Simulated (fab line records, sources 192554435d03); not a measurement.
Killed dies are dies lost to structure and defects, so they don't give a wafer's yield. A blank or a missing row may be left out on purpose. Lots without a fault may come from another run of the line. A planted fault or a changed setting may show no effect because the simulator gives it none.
Split-lot experiment | flow n5_finfet | 7 lots, 39 wafers read, on a route of 1938 steps

THE SPLIT
At N5_BEOL_M2_TRENCH_ETCH_37 (etches SiOC in C4F6/O2, target depth 55.555 nm, time 29.2 s), the setting target_depth_a was moved away from the recipe's 555.55 angstrom on 15 of the 39 wafers read, by -31.1% to +55.1%. The other wafers ran this setting at the recipe's value.

FROM THE SPLIT TO THE READING: what the file shows between them, 8 steps
- N5_BEOL_M2_ETCH_41: etches SiCN in CH3F/O2, target depth 29.9 nm, time 52.5 s
- N5_BEOL_M2_STRIP_97: strips in N2/H2, time 10 s
- N5_BEOL_M2_OCD_MEAS_38
- N5_BEOL_M2_HM_STRIP_39: strips TiN in peroxide tin strip, target depth 25 nm, time 158 s
- N5_BEOL_M2_SRD_40: time 30 s
- N5_BEOL_M2_ECD_50: material Cu, target thk 300 nm
- N5_BEOL_M2_ANNEAL_51: time 90 s
- N5_BEOL_M2_CMP_52: polishes, stops on SiOC, t overpolish 6.8 s, target thk 40 nm

THE READING
M2_THK, in nm, at N5_BEOL_M2_THK_MEAS_53 (measures by xrf). Fault-free wafers of this fab line usually give 41.0 nm, standard deviation 1.2 nm.

wafer  | tool, chamber at the split | target_depth_a as run, angstrom | against the recipe | M2_THK, nm | against lot-mates on the recipe
L079.1 | rie_diel-04, 1             | 555.55                          | recipe             | 43.3       | -
L079.2 | rie_diel-04, 2             | 415.9                           | -25.1%             | 28.6       | -13.2
L079.3 | rie_diel-04, 3             | 555.55                          | recipe             | 41.4       | -
L079.4 | rie_diel-04, 0             | 415.9                           | -25.1%             | 26.8       | -15.0
L079.5 | rie_diel-04, 1             | 415.9                           | -25.1%             | 28.3       | -13.5
L079.6 | rie_diel-04, 0             | 555.55                          | recipe             | 40.8       | -
L080.1 | rie_diel-01, 1             | 856.7                           | +54.2%             | 70.7       | +29.7
L080.2 | rie_diel-01, 0             | 856.7                           | +54.2%             | 73.3       | +32.3
L080.3 | rie_diel-01, 3             | 555.55                          | recipe             | 40.8       | -
L080.4 | rie_diel-01, 2             | 856.7                           | +54.2%             | 72.6       | +31.6
L080.5 | rie_diel-01, 3             | 555.55                          | recipe             | 39.9       | -
L080.6 | rie_diel-01, 2             | 555.55                          | recipe             | 42.3       | -
L083.1 | rie_diel-01, 1             | 555.55                          | recipe             | 39.5       | -
L083.2 | rie_diel-01, 2             | 555.55                          | recipe             | 40.0       | -
L083.3 | rie_diel-01, 3             | 555.55                          | recipe             | 40.3       | -
L083.4 | rie_diel-01, 1             | 555.55                          | recipe             | 38.9       | -
L083.5 | rie_diel-01, 3             | 555.55                          | recipe             | 40.9       | -
L083.6 | rie_diel-01, 2             | 555.55                          | recipe             | 40.2       | -
L084.1 | rie_diel-01, 2             | 555.55                          | recipe             | 42.4       | -
L084.2 | rie_diel-01, 0             | 382.8                           | -31.1%             | 21.9       | -19.0
L084.3 | rie_diel-01, 3             | 382.8                           | -31.1%             | 23.5       | -17.4
L084.4 | rie_diel-01, 1             | 382.8                           | -31.1%             | 23.4       | -17.5
L084.5 | rie_diel-01, 2             | 555.55                          | recipe             | 41.2       | -
L084.6 | rie_diel-01, 1             | 555.55                          | recipe             | 39.1       | -
L089.1 | rie_diel-02, 3             | 861.5                           | +55.1%             | 69.4       | +28.5
L089.2 | rie_diel-02, 1             | 861.5                           | +55.1%             | 72.8       | +31.9
L089.3 | rie_diel-02, 0             | 555.55                          | recipe             | 42.4       | -
L089.4 | rie_diel-02, 3             | 555.55                          | recipe             | 39.5       | -
L089.5 | rie_diel-02, 1             | 555.55                          | recipe             | 40.9       | -
L089.6 | rie_diel-02, 0             | 861.5                           | +55.1%             | 73.3       | +32.4
L090.1 | rie_diel-04, 1             | 433.6                           | -22.0%             | 28.5       | -12.0
L090.2 | rie_diel-04, 3             | 555.55                          | recipe             | 41.9       | -
L090.3 | rie_diel-04, 2             | 433.6                           | -22.0%             | 30.0       | -10.5
L090.4 | rie_diel-04, 0             | 555.55                          | recipe             | 40.0       | -
L090.5 | rie_diel-04, 0             | 555.55                          | recipe             | 39.5       | -
L090.6 | rie_diel-04, 3             | 433.6                           | -22.0%             | 27.5       | -13.0
L097.2 | rie_diel-04, 1             | 555.55                          | recipe             | 44.3       | -
L097.3 | rie_diel-04, 0             | 555.55                          | recipe             | 42.2       | -
L097.6 | rie_diel-04, 3             | 555.55                          | recipe             | 43.3       | -

THE FIT
A straight line over all 39 wafers: M2_THK changes by +0.565 nm for each +1% of target_depth_a; r = +1.00; the points scatter about the line by 1.4 nm.
The same after taking each lot's own level away (the mean of its wafers on the recipe; 39 wafers): +0.566 nm for each +1%; r = +1.00; scatter 1.1 nm.
On that fit, the largest move of target_depth_a shifts the reading by 31 nm.
The lots' own levels span 39.97 to 43.27 nm, that is 2.8 times the standard deviation above.
So the lot-to-lot level changes the slope little: the two slopes agree.
Check: with one of the wafers moved furthest among these (+55.1%) left out of the fit, the line predicts +31.7 nm for it against its lot-mates. It came out at +28.5 nm against them.

OTHER SPLITS ON THESE WAFERS
These wafers also went through other splits before the reading. Each is held against what the fit with the lots' levels taken away leaves over:
other split on the same wafers                    | wafers away from the commonest value | r with M2_THK (lot level and that fit taken away)
N5_PMOS_HMC_CHANNEL_EPI_DEVELOP_08 develop_time_s | 15                                   | +0.00
N5_SPACER0_ALD_00 ald_cycles                      | 15                                   | +0.14
N5_HKMG_FIN_CVD_62 target_thk_a                   | 15                                   | -0.21

THE WHOLE CHAIN: every reading that the file lists as answering this split, in the file's order
step                      | what it does                                                  | reading                                                                          | change (the file's fit)                                                              | r (the file's)
N5_BEOL_M2_TRENCH_ETCH_37 | etches SiOC in C4F6/O2, target depth 55.555 nm, time 29.2 s   | etch.depth_nm (the simulator's own value, which no gauge read)                   | +0.557 nm for each +1% of the setting                                                | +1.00
N5_BEOL_M2_TRENCH_ETCH_37 | etches SiOC in C4F6/O2, target depth 55.555 nm, time 29.2 s   | BEOL_M2.feature_depth_nm (the simulator's own value, which no gauge read)        | +0.557 nm for each +1% of the setting                                                | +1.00
N5_BEOL_M2_TRENCH_ETCH_37 | etches SiOC in C4F6/O2, target depth 55.555 nm, time 29.2 s   | TiN_of_BEOL_M2_HM_DEP_02.thk_nm (the simulator's own value, which no gauge read) | -0.0228 nm for each +1% of the setting                                               | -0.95
N5_BEOL_M2_OCD_MEAS_38    |                                                               | trench_depth_nm                                                                  | +0.555 nm for each +1% of the setting                                                | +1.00
N5_BEOL_M2_CMP_52         | polishes, stops on SiOC, t overpolish 6.8 s, target thk 40 nm | Cu_of_BEOL_M2_ECD_50.thk_nm (the simulator's own value, which no gauge read)     | +0.56 nm for each +1% of the setting                                                 | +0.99
N5_BEOL_M2_THK_MEAS_53    | measures by xrf                                               | M2_THK                                                                           | +0.566 for each +1% of the setting                                                   | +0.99
N5_BEOL_M2_RS_MEAS_58     | measures by four-point-probe                                  | M2_RS                                                                            | not straight: 1.424 at the lowest setting, 0.656 at the recipe, 0.326 at the highest | not given

THE FILE'S OWN FIT
M2_THK changes by +0.566 nm for each +1% of target_depth_a, r = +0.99.
